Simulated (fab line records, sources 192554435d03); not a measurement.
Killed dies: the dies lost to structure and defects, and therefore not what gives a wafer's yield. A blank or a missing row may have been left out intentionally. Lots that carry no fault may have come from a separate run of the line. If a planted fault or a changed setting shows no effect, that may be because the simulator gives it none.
Problem report in the 8D (eight disciplines) form, filled by code || flow n5_finfet || the parts of the form that need people (team, actions taken, sign-off) are left out

== 1. WHAT IS WRONG ==
At N5_BEOL_M9_ETCH_62, rf_fwd_power_W averages 1039.8 W over 6 wafers from 2 lots, while fault-free wafers read 837.3 W, standard deviation 2.9. That is +70 standard deviations from the usual mean.
The step: etches SOC in N2/H2, target depth 110 nm, overetch 22 nm, time 165 s.
The first sign was on wafer L453.3 at day 12 18:19, on rie_diel-05. The record holds 30 wafers of 10 lots with a number at this step. The rule behind "out" and "out of limits": a value lying over 4 standard deviations away from the usual mean. Any other wafer with a number is counted as sound.

== 2. WHAT IT IS, AND WHAT IT ISN'T ==
{"question": "which readings at this step", "is": "rf_fwd_power_W, rf_vpp_V", "is not": "bias_w, drypump_motor_current_A, h2_flow_sccm, oes_product_au, showerhead_plenum_p_Torr, throttle_valve_pct"}
{"question": "which lots", "is": "L453, L454", "is not": "L443, L445, L450, L451, L458, L459, L460, L462"}
{"question": "which wafers of those lots", "is": "all that have a number", "is not": "-"}
{"question": "read on which tools", "is": "rie_diel-05", "is not": "rie_diel-01, rie_diel-02"}
{"question": "when", "is": "from day 12 18:19", "is not": "up to then (12 sound wafers); but 12 sound wafers of L458, L459, L460, L462 came after"}

== 3. THE SUSPECTS, EACH WITH WHAT RULES IT OUT ==
Counting: a tool at any process step up to the reading remains a suspect when it ran all the lots that are out and ran no sound lot after the first of those.
- rie_diel-05 at N5_BEOL_M9_ETCH_62 (etches SOC in N2/H2, target depth 110 nm, overetch 22 nm, time 165 s): kept. It processed each lot that is out, first L453 at day 12 18:19, and no sound lot thereafter; up to then, the last sound lot it processed was L450 at day 11 12:40. Its own rf_fwd_power_W, rf_vpp_V readings are out on those wafers.
Remaining after the count: rie_diel-05 at N5_BEOL_M9_ETCH_62.

== 4. THE CAUSE (what the simulator had put in) ==
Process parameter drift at N5_BEOL_M9_ETCH_62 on rie_diel-05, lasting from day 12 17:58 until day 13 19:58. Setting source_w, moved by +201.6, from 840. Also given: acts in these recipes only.
After counting, this tool was the only one left.

== 5. THE EFFECT CHAIN, in route order ==
Rows list readings where the struck wafers' mean (over those with a number) sits beyond 3 standard deviations from the usual. Readings are gone through only where the record gives a usual standard deviation; hours: the median, over the lots, of the time from a lot's start at the first step in this table giving one to that lot's start at this step; sigmas: the change measured in usual standard deviations.
{"hours": 0, "step": "N5_BEOL_M9_ETCH_62", "reading": "rf_fwd_power_W", "usual": "837.3 W", "on struck wafers": 1039.8, "change": "+202.5", "sigmas": "+70"}
{"hours": 0, "step": "N5_BEOL_M9_ETCH_62", "reading": "rf_vpp_V", "usual": "524.0 V", "on struck wafers": 489.4, "change": -34.6, "sigmas": -13}
Here are the process steps it includes:
- N5_BEOL_M9_ETCH_62: etches SOC in N2/H2, target depth 110 nm, overetch 22 nm, time 165 s.
At these later measuring or inspecting steps, every struck wafer for which the step has a row has a number for every such reading, and none has moved that far: N5_BEOL_M9_CD_MEAS_18, N5_BEOL_M9_OVL_MEAS_29.

== 6. WHAT WOULD HAVE CAUGHT IT SOONER ==
First out-of-limits reading in this record: day 12 18:19, which is 0 hours after fault onset at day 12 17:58.
